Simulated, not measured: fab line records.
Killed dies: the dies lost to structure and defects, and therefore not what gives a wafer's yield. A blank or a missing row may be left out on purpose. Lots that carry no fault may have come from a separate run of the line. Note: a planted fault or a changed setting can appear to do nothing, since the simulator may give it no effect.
Which tool was responsible? || flow nand-harc || Sampling: 14 lots, 42 wafers, 4 of 1302 route steps

## WHAT THE GAUGES READ, wafer by wafer
No reading from a measuring or inspecting step in the record can be judged against a usual standard deviation.

## WHICH TOOL RAN EACH LOT (tool, then ch and the chambers of the sampled wafers, then the start)
{"lot": "L749", "NHARC_P_M1_ETCH_35": "rie-diel-12 ch 1,2,3, day 6 13:52", "NHARC_P_M1_ETCH_28": "rie-diel-12 ch 1,2,3, day 6 16:35 or earlier", "NHARC_P_M1_PVD_20": "pvd-sputter-01, day 6 16:35 or earlier", "NHARC_P_M1_DEP_33": "pecvd-03 ch 0,1,2, day 6 16:35"}
{"lot": "L750", "NHARC_P_M1_ETCH_35": "rie-diel-03 ch 0,1, day 6 16:25", "NHARC_P_M1_ETCH_28": "rie-diel-02 ch 0,1,2, day 6 19:07 or earlier", "NHARC_P_M1_PVD_20": "pvd-sputter-01, day 6 19:07 or earlier", "NHARC_P_M1_DEP_33": "pecvd-04 ch 1,2, day 6 19:07"}
{"lot": "L752", "NHARC_P_M1_ETCH_35": "rie-diel-02 ch 0,3, day 7 19:01", "NHARC_P_M1_ETCH_28": "rie-diel-12 ch 0,2,3, day 7 21:40 or earlier", "NHARC_P_M1_PVD_20": "pvd-sputter-02, day 7 21:40 or earlier", "NHARC_P_M1_DEP_33": "pecvd-04 ch 0,1, day 7 21:40"}
{"lot": "L754", "NHARC_P_M1_ETCH_35": "rie-diel-03 ch 0,1,3, day 8 09:56", "NHARC_P_M1_ETCH_28": "rie-diel-02 ch 0,1,3, day 8 12:39 or earlier", "NHARC_P_M1_PVD_20": "pvd-sputter-02, day 8 12:39 or earlier", "NHARC_P_M1_DEP_33": "pecvd-01 ch 0,2, day 8 12:39"}
{"lot": "L764", "NHARC_P_M1_ETCH_35": "rie-diel-02 ch 0,1,3, day 12 05:58", "NHARC_P_M1_ETCH_28": "rie-diel-02 ch 2,3, day 12 08:35 or earlier", "NHARC_P_M1_PVD_20": "pvd-sputter-03, day 12 08:35 or earlier", "NHARC_P_M1_DEP_33": "pecvd-01 ch 0,2, day 12 08:35"}
{"lot": "L763", "NHARC_P_M1_ETCH_35": "rie-diel-02 ch 0,2, day 12 07:05", "NHARC_P_M1_ETCH_28": "rie-diel-02 ch 0,1,2, day 12 09:44 or earlier", "NHARC_P_M1_PVD_20": "pvd-sputter-01, day 12 09:44 or earlier", "NHARC_P_M1_DEP_33": "pecvd-01 ch 0,1,2, day 12 09:44"}
{"lot": "L765", "NHARC_P_M1_ETCH_35": "rie-diel-02 ch 1,2,3, day 13 02:13", "NHARC_P_M1_ETCH_28": "rie-diel-02 ch 0,1,2, day 13 04:53 or earlier", "NHARC_P_M1_PVD_20": "pvd-sputter-03, day 13 04:53 or earlier", "NHARC_P_M1_DEP_33": "pecvd-03 ch 0,1,2, day 13 04:53"}
{"lot": "L766", "NHARC_P_M1_ETCH_35": "rie-diel-02 ch 0,2,3, day 13 09:17", "NHARC_P_M1_ETCH_28": "rie-diel-12 ch 0,1,3, day 13 12:00 or earlier", "NHARC_P_M1_PVD_20": "pvd-sputter-03, day 13 12:00 or earlier", "NHARC_P_M1_DEP_33": "pecvd-03 ch 0,1,2, day 13 12:00"}
{"lot": "L767", "NHARC_P_M1_ETCH_35": "rie-diel-12 ch 2,3, day 13 16:10", "NHARC_P_M1_ETCH_28": "rie-diel-02 ch 0,1,2, day 13 18:52 or earlier", "NHARC_P_M1_PVD_20": "pvd-sputter-03, day 13 18:52 or earlier", "NHARC_P_M1_DEP_33": "pecvd-03 ch 0,1,2, day 13 18:52"}
{"lot": "L768", "NHARC_P_M1_ETCH_35": "rie-diel-02 ch 0,1,2, day 14 02:51", "NHARC_P_M1_ETCH_28": "rie-diel-02 ch 2,3, day 14 05:31 or earlier", "NHARC_P_M1_PVD_20": "pvd-sputter-02, day 14 05:31 or earlier", "NHARC_P_M1_DEP_33": "pecvd-04 ch 1,2, day 14 05:31"}
{"lot": "L769", "NHARC_P_M1_ETCH_35": "rie-diel-02 ch 0,1,2, day 14 20:47", "NHARC_P_M1_ETCH_28": "rie-diel-12 ch 0,1,2, day 14 23:27 or earlier", "NHARC_P_M1_PVD_20": "pvd-sputter-01, day 14 23:27 or earlier", "NHARC_P_M1_DEP_33": "pecvd-04 ch 0,1,2, day 14 23:27"}
{"lot": "L770", "NHARC_P_M1_ETCH_35": "rie-diel-02 ch 0,1,2, day 14 21:59", "NHARC_P_M1_ETCH_28": "rie-diel-12 ch 0,1,3, day 15 00:37 or earlier", "NHARC_P_M1_PVD_20": "pvd-sputter-03, day 15 00:37 or earlier", "NHARC_P_M1_DEP_33": "pecvd-03 ch 0,1,2, day 15 00:37"}
{"lot": "L771", "NHARC_P_M1_ETCH_35": "rie-diel-12 ch 0,1,2, day 15 08:17", "NHARC_P_M1_ETCH_28": "rie-diel-12 ch 0,2,3, day 15 10:54 or earlier", "NHARC_P_M1_PVD_20": "pvd-sputter-01, day 15 10:54 or earlier", "NHARC_P_M1_DEP_33": "pecvd-01 ch 0,1,2, day 15 10:54"}
{"lot": "L772", "NHARC_P_M1_ETCH_35": "rie-diel-12 ch 2,3, day 16 03:21", "NHARC_P_M1_ETCH_28": "rie-diel-02 ch 0,2,3, day 16 05:58 or earlier", "NHARC_P_M1_PVD_20": "pvd-sputter-03, day 16 05:58 or earlier", "NHARC_P_M1_DEP_33": "pecvd-03 ch 0,2, day 16 05:58"}
- NHARC_P_M1_ETCH_35: etches the open film in N2/H2, target depth 40 nm, overetch 12 nm, time 43.94 s.
- NHARC_P_M1_ETCH_28: etches the open film in CF4/N2, target depth 30 nm, time 72.99 s.
- NHARC_P_M1_PVD_20: deposits TaN, target thk 5 nm, time 8.06 s.
- NHARC_P_M1_DEP_33: deposits SiCN, target thk 30 nm.

## AS READ BY THE TOOLS THEMSELVES (means over the sampled wafers that have a number; for cases with no such wafer, the mark the record gives instead)
NHARC_P_M1_ETCH_35. Usual: drypump-motor-current-A 6.0 A, standard deviation 0.43; oes-product-au 1.001 a.u., standard deviation 0.012; rf-vpp-V 429.8 V, standard deviation 2.3; showerhead-plenum-p-Torr 2.01 Torr, standard deviation 0.072; throttle-valve-pct 14.171 %, standard deviation 0.0099.
{"lot": "L749", "tool": "rie-diel-12", "drypump-motor-current-A (A)": 6.0, "oes-product-au (a.u.)": 0.995, "rf-vpp-V (V)": 431.7, "showerhead-plenum-p-Torr (Torr)": 2.08, "throttle-valve-pct (%)": 14.174, "flag": ""}
{"lot": "L750", "tool": "rie-diel-03", "drypump-motor-current-A (A)": 5.6, "oes-product-au (a.u.)": 1.014, "rf-vpp-V (V)": 433.9, "showerhead-plenum-p-Torr (Torr)": 2.15, "throttle-valve-pct (%)": 14.176, "flag": ""}
{"lot": "L752", "tool": "rie-diel-02", "drypump-motor-current-A (A)": 6.1, "oes-product-au (a.u.)": 0.992, "rf-vpp-V (V)": 429.2, "showerhead-plenum-p-Torr (Torr)": 1.99, "throttle-valve-pct (%)": 14.167, "flag": ""}
{"lot": "L754", "tool": "rie-diel-03", "drypump-motor-current-A (A)": 5.7, "oes-product-au (a.u.)": 1.006, "rf-vpp-V (V)": 431.8, "showerhead-plenum-p-Torr (Torr)": 2.11, "throttle-valve-pct (%)": 14.178, "flag": ""}
{"lot": "L764", "tool": "rie-diel-02", "drypump-motor-current-A (A)": 5.9, "oes-product-au (a.u.)": 1.005, "rf-vpp-V (V)": 428.1, "showerhead-plenum-p-Torr (Torr)": 1.97, "throttle-valve-pct (%)": 14.174, "flag": ""}
{"lot": "L763", "tool": "rie-diel-02", "drypump-motor-current-A (A)": 6.0, "oes-product-au (a.u.)": 1.001, "rf-vpp-V (V)": 428.9, "showerhead-plenum-p-Torr (Torr)": 1.99, "throttle-valve-pct (%)": 14.172, "flag": ""}
{"lot": "L765", "tool": "rie-diel-02", "drypump-motor-current-A (A)": 5.7, "oes-product-au (a.u.)": 1.011, "rf-vpp-V (V)": 429.4, "showerhead-plenum-p-Torr (Torr)": 1.99, "throttle-valve-pct (%)": 14.178, "flag": ""}
{"lot": "L766", "tool": "rie-diel-02", "drypump-motor-current-A (A)": 5.9, "oes-product-au (a.u.)": 1.002, "rf-vpp-V (V)": 429.3, "showerhead-plenum-p-Torr (Torr)": 2.00, "throttle-valve-pct (%)": 14.185, "flag": ""}
{"lot": "L767", "tool": "rie-diel-12", "drypump-motor-current-A (A)": 5.8, "oes-product-au (a.u.)": 0.989, "rf-vpp-V (V)": 431.5, "showerhead-plenum-p-Torr (Torr)": 2.03, "throttle-valve-pct (%)": 14.168, "flag": ""}
{"lot": "L768", "tool": "rie-diel-02", "drypump-motor-current-A (A)": 6.0, "oes-product-au (a.u.)": 1.006, "rf-vpp-V (V)": 428.6, "showerhead-plenum-p-Torr (Torr)": 1.96, "throttle-valve-pct (%)": 14.174, "flag": ""}
{"lot": "L769", "tool": "rie-diel-02", "drypump-motor-current-A (A)": 6.0, "oes-product-au (a.u.)": 1.013, "rf-vpp-V (V)": 427.7, "showerhead-plenum-p-Torr (Torr)": 1.96, "throttle-valve-pct (%)": 14.166, "flag": ""}
{"lot": "L770", "tool": "rie-diel-02", "drypump-motor-current-A (A)": 6.0, "oes-product-au (a.u.)": 1.005, "rf-vpp-V (V)": 429.4, "showerhead-plenum-p-Torr (Torr)": 1.96, "throttle-valve-pct (%)": 14.165, "flag": ""}
{"lot": "L771", "tool": "rie-diel-12", "drypump-motor-current-A (A)": 6.3, "oes-product-au (a.u.)": 0.996, "rf-vpp-V (V)": 430.8, "showerhead-plenum-p-Torr (Torr)": 2.06, "throttle-valve-pct (%)": 14.165, "flag": ""}
{"lot": "L772", "tool": "rie-diel-12", "drypump-motor-current-A (A)": 5.8, "oes-product-au (a.u.)": 0.995, "rf-vpp-V (V)": 431.3, "showerhead-plenum-p-Torr (Torr)": 2.03, "throttle-valve-pct (%)": 14.165, "flag": ""}

NHARC_P_M1_ETCH_28. Usual: drypump-motor-current-A 6.0 A, standard deviation 0.46; oes-product-au 1.001 a.u., standard deviation 0.011; rf-vpp-V 313.7 V, standard deviation 1.7; showerhead-plenum-p-Torr 2.60 Torr, standard deviation 0.089; throttle-valve-pct 19.794 %, standard deviation 0.0082.
{"lot": "L749", "tool": "rie-diel-12", "drypump-motor-current-A (A)": 6.0, "oes-product-au (a.u.)": 0.991, "rf-vpp-V (V)": 315.3, "showerhead-plenum-p-Torr (Torr)": 2.67, "throttle-valve-pct (%)": 19.788, "flag": ""}
{"lot": "L750", "tool": "rie-diel-02", "drypump-motor-current-A (A)": 6.1, "oes-product-au (a.u.)": 1.002, "rf-vpp-V (V)": 312.2, "showerhead-plenum-p-Torr (Torr)": 2.53, "throttle-valve-pct (%)": 19.790, "flag": ""}
{"lot": "L752", "tool": "rie-diel-12", "drypump-motor-current-A (A)": 6.2, "oes-product-au (a.u.)": 0.992, "rf-vpp-V (V)": 314.4, "showerhead-plenum-p-Torr (Torr)": 2.60, "throttle-valve-pct (%)": 19.790, "flag": ""}
{"lot": "L754", "tool": "rie-diel-02", "drypump-motor-current-A (A)": 6.0, "oes-product-au (a.u.)": 1.009, "rf-vpp-V (V)": 313.1, "showerhead-plenum-p-Torr (Torr)": 2.54, "throttle-valve-pct (%)": 19.798, "flag": ""}
{"lot": "L764", "tool": "rie-diel-02", "drypump-motor-current-A (A)": 5.5, "oes-product-au (a.u.)": 1.000, "rf-vpp-V (V)": 314.8, "showerhead-plenum-p-Torr (Torr)": 2.62, "throttle-valve-pct (%)": 19.797, "flag": ""}
{"lot": "L763", "tool": "rie-diel-02", "drypump-motor-current-A (A)": 6.0, "oes-product-au (a.u.)": 1.005, "rf-vpp-V (V)": 312.1, "showerhead-plenum-p-Torr (Torr)": 2.53, "throttle-valve-pct (%)": 19.792, "flag": ""}
{"lot": "L765", "tool": "rie-diel-02", "drypump-motor-current-A (A)": 6.0, "oes-product-au (a.u.)": 1.005, "rf-vpp-V (V)": 312.8, "showerhead-plenum-p-Torr (Torr)": 2.53, "throttle-valve-pct (%)": 19.794, "flag": ""}
{"lot": "L766", "tool": "rie-diel-12", "drypump-motor-current-A (A)": 6.4, "oes-product-au (a.u.)": 0.990, "rf-vpp-V (V)": 314.1, "showerhead-plenum-p-Torr (Torr)": 2.64, "throttle-valve-pct (%)": 19.791, "flag": ""}
{"lot": "L767", "tool": "rie-diel-02", "drypump-motor-current-A (A)": 6.0, "oes-product-au (a.u.)": 1.007, "rf-vpp-V (V)": 312.3, "showerhead-plenum-p-Torr (Torr)": 2.53, "throttle-valve-pct (%)": 19.792, "flag": ""}
{"lot": "L768", "tool": "rie-diel-02", "drypump-motor-current-A (A)": 5.6, "oes-product-au (a.u.)": 1.009, "rf-vpp-V (V)": 315.3, "showerhead-plenum-p-Torr (Torr)": 2.60, "throttle-valve-pct (%)": 19.799, "flag": ""}
{"lot": "L769", "tool": "rie-diel-12", "drypump-motor-current-A (A)": 6.3, "oes-product-au (a.u.)": 0.993, "rf-vpp-V (V)": 314.4, "showerhead-plenum-p-Torr (Torr)": 2.65, "throttle-valve-pct (%)": 19.793, "flag": ""}
{"lot": "L770", "tool": "rie-diel-12", "drypump-motor-current-A (A)": 6.4, "oes-product-au (a.u.)": 0.987, "rf-vpp-V (V)": 313.0, "showerhead-plenum-p-Torr (Torr)": 2.64, "throttle-valve-pct (%)": 19.796, "flag": ""}
{"lot": "L771", "tool": "rie-diel-12", "drypump-motor-current-A (A)": 6.1, "oes-product-au (a.u.)": 0.980, "rf-vpp-V (V)": 313.2, "showerhead-plenum-p-Torr (Torr)": 2.59, "throttle-valve-pct (%)": 19.792, "flag": ""}
{"lot": "L772", "tool": "rie-diel-02", "drypump-motor-current-A (A)": 5.9, "oes-product-au (a.u.)": 0.992, "rf-vpp-V (V)": 313.2, "showerhead-plenum-p-Torr (Torr)": 2.58, "throttle-valve-pct (%)": 19.802, "flag": ""}

NHARC_P_M1_PVD_20. Usual: throttle-valve-pct 30.4 %, standard deviation 0.97.
{"lot": "L749", "tool": "pvd-sputter-01", "throttle-valve-pct (%)": 30.6, "flag": ""}
{"lot": "L750", "tool": "pvd-sputter-01", "throttle-valve-pct (%)": 30.2, "flag": ""}
{"lot": "L752", "tool": "pvd-sputter-02", "throttle-valve-pct (%)": 30.7, "flag": ""}
{"lot": "L754", "tool": "pvd-sputter-02", "throttle-valve-pct (%)": 30.5, "flag": ""}
{"lot": "L764", "tool": "pvd-sputter-03", "throttle-valve-pct (%)": 30.6, "flag": ""}
{"lot": "L763", "tool": "pvd-sputter-01", "throttle-valve-pct (%)": 30.3, "flag": ""}
{"lot": "L765", "tool": "pvd-sputter-03", "throttle-valve-pct (%)": 31.0, "flag": ""}
{"lot": "L766", "tool": "pvd-sputter-03", "throttle-valve-pct (%)": 30.4, "flag": ""}
{"lot": "L767", "tool": "pvd-sputter-03", "throttle-valve-pct (%)": 30.6, "flag": ""}
{"lot": "L768", "tool": "pvd-sputter-02", "throttle-valve-pct (%)": 30.3, "flag": ""}
{"lot": "L769", "tool": "pvd-sputter-01", "throttle-valve-pct (%)": 29.9, "flag": ""}
{"lot": "L770", "tool": "pvd-sputter-03", "throttle-valve-pct (%)": 30.3, "flag": ""}
{"lot": "L771", "tool": "pvd-sputter-01", "throttle-valve-pct (%)": 29.7, "flag": ""}
{"lot": "L772", "tool": "pvd-sputter-03", "throttle-valve-pct (%)": 29.9, "flag": ""}

NHARC_P_M1_DEP_33. Usual: chamber-pressure-Torr 3.000 Torr, standard deviation 0.0071; heater-power-outer-w 331 W, standard deviation 49; heater-power-w 577 W, standard deviation 69; showerhead-vpp-V 1298 V, standard deviation 56.
{"lot": "L749", "tool": "pecvd-03", "chamber-pressure-Torr (Torr)": 2.999, "heater-power-outer-w (W)": 344, "heater-power-w (W)": 590, "showerhead-vpp-V (V)": 1309, "flag": ""}
{"lot": "L750", "tool": "pecvd-04", "chamber-pressure-Torr (Torr)": 3.008, "heater-power-outer-w (W)": 299, "heater-power-w (W)": 522, "showerhead-vpp-V (V)": 1315, "flag": ""}
{"lot": "L752", "tool": "pecvd-04", "chamber-pressure-Torr (Torr)": "-", "heater-power-outer-w (W)": "-", "heater-power-w (W)": "-", "showerhead-vpp-V (V)": "-", "flag": "OFF"}
{"lot": "L754", "tool": "pecvd-01", "chamber-pressure-Torr (Torr)": "-", "heater-power-outer-w (W)": "-", "heater-power-w (W)": "-", "showerhead-vpp-V (V)": "-", "flag": "OFF"}
{"lot": "L764", "tool": "pecvd-01", "chamber-pressure-Torr (Torr)": 2.993, "heater-power-outer-w (W)": 362, "heater-power-w (W)": 599, "showerhead-vpp-V (V)": 1295, "flag": ""}
{"lot": "L763", "tool": "pecvd-01", "chamber-pressure-Torr (Torr)": 2.994, "heater-power-outer-w (W)": 340, "heater-power-w (W)": 586, "showerhead-vpp-V (V)": 1296, "flag": ""}
{"lot": "L765", "tool": "pecvd-03", "chamber-pressure-Torr (Torr)": 2.994, "heater-power-outer-w (W)": 328, "heater-power-w (W)": 580, "showerhead-vpp-V (V)": 1305, "flag": ""}
{"lot": "L766", "tool": "pecvd-03", "chamber-pressure-Torr (Torr)": 3.003, "heater-power-outer-w (W)": 349, "heater-power-w (W)": 605, "showerhead-vpp-V (V)": 1301, "flag": ""}
{"lot": "L767", "tool": "pecvd-03", "chamber-pressure-Torr (Torr)": 2.995, "heater-power-outer-w (W)": 302, "heater-power-w (W)": 555, "showerhead-vpp-V (V)": 1299, "flag": ""}
{"lot": "L768", "tool": "pecvd-04", "chamber-pressure-Torr (Torr)": 3.002, "heater-power-outer-w (W)": 319, "heater-power-w (W)": 550, "showerhead-vpp-V (V)": 1318, "flag": ""}
{"lot": "L769", "tool": "pecvd-04", "chamber-pressure-Torr (Torr)": 3.005, "heater-power-outer-w (W)": 346, "heater-power-w (W)": 599, "showerhead-vpp-V (V)": 1285, "flag": ""}
{"lot": "L770", "tool": "pecvd-03", "chamber-pressure-Torr (Torr)": 3.000, "heater-power-outer-w (W)": 307, "heater-power-w (W)": 544, "showerhead-vpp-V (V)": 1305, "flag": ""}
{"lot": "L771", "tool": "pecvd-01", "chamber-pressure-Torr (Torr)": 2.999, "heater-power-outer-w (W)": 294, "heater-power-w (W)": 524, "showerhead-vpp-V (V)": 1300, "flag": ""}
{"lot": "L772", "tool": "pecvd-03", "chamber-pressure-Torr (Torr)": 2.999, "heater-power-outer-w (W)": 321, "heater-power-w (W)": 566, "showerhead-vpp-V (V)": 1338, "flag": ""}

## THE ANSWER, worked out from the rows above alone
Rule: lot off if the mean of its wafers having a number is beyond 3 standard deviations from the usual mean. Also off: a lot with no number at a reading for which 4 or more lots have one. All remaining lots with rows at the step are treated as sound. The gauges are gone through in route order, then the tools' own readings, and for those a lot's mean is taken as printed above. At the first step where some lot is off, the reading lying furthest off is the one used; lots without a number count as furthest.
Off at NHARC_P_M1_DEP_33 (chamber-pressure-Torr): L752, L754. Without a number there: L752, L754.
If a tool, at that step or one of the process steps before it, ran each lot that is off and ran no sound lot following the first of them, it fits. Because NHARC_P_M1_ETCH_28 lacks a start for some lots, the hours and order of its lots are taken from NHARC_P_M1_DEP_33. Because NHARC_P_M1_PVD_20 lacks a start for some lots, the hours and order of its lots are taken from NHARC_P_M1_DEP_33. No candidate that was tried fits.

## WHAT THE SIMULATOR PUT IN
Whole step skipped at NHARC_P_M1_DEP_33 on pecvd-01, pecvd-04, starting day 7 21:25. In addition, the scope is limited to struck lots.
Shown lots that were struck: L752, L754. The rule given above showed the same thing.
